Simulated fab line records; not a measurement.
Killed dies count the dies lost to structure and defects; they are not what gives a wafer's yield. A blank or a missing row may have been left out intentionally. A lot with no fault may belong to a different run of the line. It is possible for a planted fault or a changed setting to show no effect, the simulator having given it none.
A lot that was struck, set against a sound lot -- flow nandHarc -- 14 out of 1302 route steps
Sound: wafers L499.1, L499.2, L499.3. The struck wafers were L497.2, L497.3, L497.6. The cause comes at the end.
Each step with rows lists, per side, the tool, then ch with its chambers, then its first start. Under that, the readings that differ: sound wafers -- struck wafers -- difference of the means -- sigmas: that difference in standard deviations of wafers without a fault.
alike: a reading whose means differ by less than 2 such deviations, as well as words and numbers matching on both sides. not compared: withheld readings; readings where some wafer has no value; bounds like >300 that might hide an equal value; numbers whose values overlap and for which the record gives no deviation.
A row with sigmas, a row that says differs or no value, or rows on one side alone: a step with any of these is where the two part. Non-overlapping numbers with no deviation appear without sigmas and do not part them. Lack of a reading on every wafer of one side parts them only where that side has two or more wafers.

NHARC_A_BLC_PVD_32: deposits Ti, target thk 5 nm, time 17.7 s.
  sound on pvdSputter-03; struck on pvdSputter-03
  alike: throttleValvePct
NHARC_A_BLC_ALD_23: deposits TiN, target thk 3 nm, pulse time 1 s, ald cycles 150.
  sound on aldMetal-04 ch 0,1,3, day 29 22:55; struck on aldMetal-01 ch 1,2, day 29 03:58
  alike: heaterPowerW, precursorPulseHeightRel
NHARC_A_BLC_CVD_24: deposits W, target thk 150 nm, time 434 s.
  sound on cvdW-02 ch 0,1; struck on cvdW-02 ch 1
  alike: chamberPressureTorr, heaterPowerW, throttleValvePct
NHARC_A_BLC_CMP_25: polishes, t overpolish 30 s, target thk 150 nm.
  sound on cmp-04 ch 0,1,2, day 29 23:38; struck on cmp-02 ch 0,2,3, day 29 04:44
  alike: motorCurrentA, overpolishRunS, slurryFlowMlMin, timeToEndpointS
  not compared: padLifeWafers
following that, these wafers have no rows for 1 step: NHARC_A_BLC_SRD_27.
NHARC_A_BLC_INSPECT_28:
  struck on defectInspect-01, day 29 05:07; sound on defectInspect-01, day 30 00:02
  alike: rawDefectCount
then, 5 steps without rows for these wafers: NHARC_A_M0_DEP_00 (deposits SiOC, target thk 150 nm); NHARC_A_M0_DEHYDRATE_01 (time 120 s); NHARC_A_M0_HMDS_02 (time 30 s); NHARC_A_M0_COAT_33 (time 65 s); NHARC_A_M0_COAT_03 (resist thk 90 nm).
NHARC_A_M0_SOFTBAKE_04: time 55 s.
  sound on lithoTrack-01 ch 0, day 30 00:00; struck on lithoTrack-06 ch 0, day 29 05:00
reading,sound,struck,difference,sigmas
heaterPowerTotalW (W),188.32 188.78 188.40,185.94 185.97 186.01,-2.53,-19
following that, these wafers have no rows for 1 step: NHARC_A_M0_EBR_05.
NHARC_END_SORT_01:
  sound on prober-02 ch 0, day 31 16:42; struck on prober-01 ch 0, day 30 23:26
reading,sound,struck,difference,sigmas
defectLimitedYield (%),92.9 94.8 94.1,91.0 87.1 88.9,-4.9,-2
killedAtArray,42 31 33,52 73 68,+29,+2
killedDies,48 35 40,61 87 75,+33,+2
sort_bin_4_pct (%),4.3 3.5 3.5,5.3 7.4 6.2,+2.5,+2
sortNPass,629 642 637,616 590 602,-33,-2
sortYieldPct (%),92.9 94.8 94.1,91.0 87.1 88.9,-4.9,-2
  alike: killedAtOther, killedAtPeriphery, killedOpen, killedShort, sort_bin_2_pct, sort_bin_3_pct, sortRimYieldPct

== WHERE THEY PART ==
Last at NHARC_END_SORT_01 as far as this record goes, first at NHARC_A_M0_SOFTBAKE_04.

WHY: what the simulator had put in
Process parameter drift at NHARC_A_M0_SOFTBAKE_04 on lithoTrack-06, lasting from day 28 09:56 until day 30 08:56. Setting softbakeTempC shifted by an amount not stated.
